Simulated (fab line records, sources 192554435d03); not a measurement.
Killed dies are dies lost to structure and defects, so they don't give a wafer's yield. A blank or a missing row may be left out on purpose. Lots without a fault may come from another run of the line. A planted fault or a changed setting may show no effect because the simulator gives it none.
Problem report in the 8D (eight disciplines) form, filled by code | flow n5_finfet | the parts of the form that need people (team, actions taken, sign-off) are left out

1. THE PROBLEM
cd_nm at N5_BEOL_M13_CD_MEAS_10 reads a mean of 61.1 nm on 3 wafers of 2 lots; wafers without a fault read 190.6 nm with a standard deviation of 1.5. That is -86 standard deviations from the usual mean.
The step: target cd 190 nm.
First seen on wafer L510.2, day 11 05:02, on cd_sem-01. The record holds 27 wafers of 9 lots with a number at this step. Rule for "out", or "out of limits": more than 4 standard deviations from the usual mean. The other wafers with a number count as sound.

2. WHAT IT IS AND WHAT IT IS NOT
question                    | is                     | is not
which readings at this step | cd_nm                  | -
which lots                  | L510, L514             | L509, L512, L513, L527, L528, L530, L531
which wafers of those lots  | L510.2, L514.1, L514.2 | L510.5, L510.6, L514.4
read on which gauges        | cd_sem-01, cd_sem-03   | cd_sem-02
when                        | from day 11 05:02      | up to then (8 sound wafers); but 16 sound wafers of L513, L514, L527, L528, L530, L531 came after

3. SUSPECTS, AND WHAT RULES EACH OUT
Counting: a tool at a process step up to the reading stays a suspect if it ran every lot that is out. Sound lots after the first of them don't rule it out here, since some wafers of a struck lot are sound.
- the gauge at N5_BEOL_M13_CD_MEAS_10: ruled out. The wafers that are out were read on 2 gauges (cd_sem-01, cd_sem-03).
- plasma_asher-02 at N5_BEOL_M12_STRIP_37 (strips in N2/H2): kept. It ran every lot that is out, first L510 (day 11 02:26); its last sound lot up to then is L512 (day 11 01:10).
- krf_scanner-02 at N5_BEOL_M13_EXPOSE_07 (exposes mask V12): kept. It ran every lot that is out, first L510 (day 11 04:52); its last sound lot up to then is L512 (day 11 04:34).
Left after counting: plasma_asher-02 at N5_BEOL_M12_STRIP_37, krf_scanner-02 at N5_BEOL_M13_EXPOSE_07.

4. THE CAUSE (what the simulator had put in)
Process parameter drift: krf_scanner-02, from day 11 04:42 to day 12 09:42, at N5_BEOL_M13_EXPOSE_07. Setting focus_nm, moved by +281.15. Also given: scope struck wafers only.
Counting left 2 suspects, and this tool is among them.

5. THE CHAIN OF EFFECTS, in route order
Each row: a reading whose mean over the struck wafers that have a number lies more than 3 standard deviations from the usual. Only readings for which the record gives a usual standard deviation are gone through. hours: the time from each lot's start at the first step in this table that gives one to its start at this step, as a median over the lots. sigmas: the change in usual standard deviations.
hours | step                    | reading              | usual    | on struck wafers | change | sigmas
0     | N5_BEOL_M13_CD_MEAS_10  | cd_nm                | 190.6 nm | 61.1             | -129.5 | -86
1     | N5_BEOL_M13_CD_MEAS_17  | cd_nm                | 191.0 nm | 60.4             | -130.6 | -77
37    | N5_PASSIVATION_PROBE_49 | defect_limited_yield | 91.6 %   | 0.0              | -91.6  | -57
37    | N5_PASSIVATION_PROBE_49 | killed_at_M4_up      | 14       | 1100             | +1086  | +99 or more
37    | N5_PASSIVATION_PROBE_49 | killed_dies          | 100      | 1180             | +1080  | +57
37    | N5_PASSIVATION_PROBE_49 | killed_on_rim        | 13       | 152              | +139   | +33
37    | N5_PASSIVATION_PROBE_49 | sort_bin_5_function  | 5.0 %    | 96.8             | +91.8  | +83
37    | N5_PASSIVATION_PROBE_49 | sort_n_pass          | 1080     | 0                | -1080  | -60
37    | N5_PASSIVATION_PROBE_49 | sort_yield_pct       | 91.6 %   | 0.0              | -91.6  | -57
The process steps in it:
- N5_PASSIVATION_PROBE_49

6. WHAT WOULD HAVE CAUGHT IT SOONER
In this record the first reading out of limits at a measuring or inspecting step was taken at day 11 05:02, 0 hours after the fault began at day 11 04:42.
Of the lots that are out (2), L514 began N5_BEOL_M13_EXPOSE_07 on krf_scanner-02 after day 11 05:02. A hold on the tool at that time would have spared it.
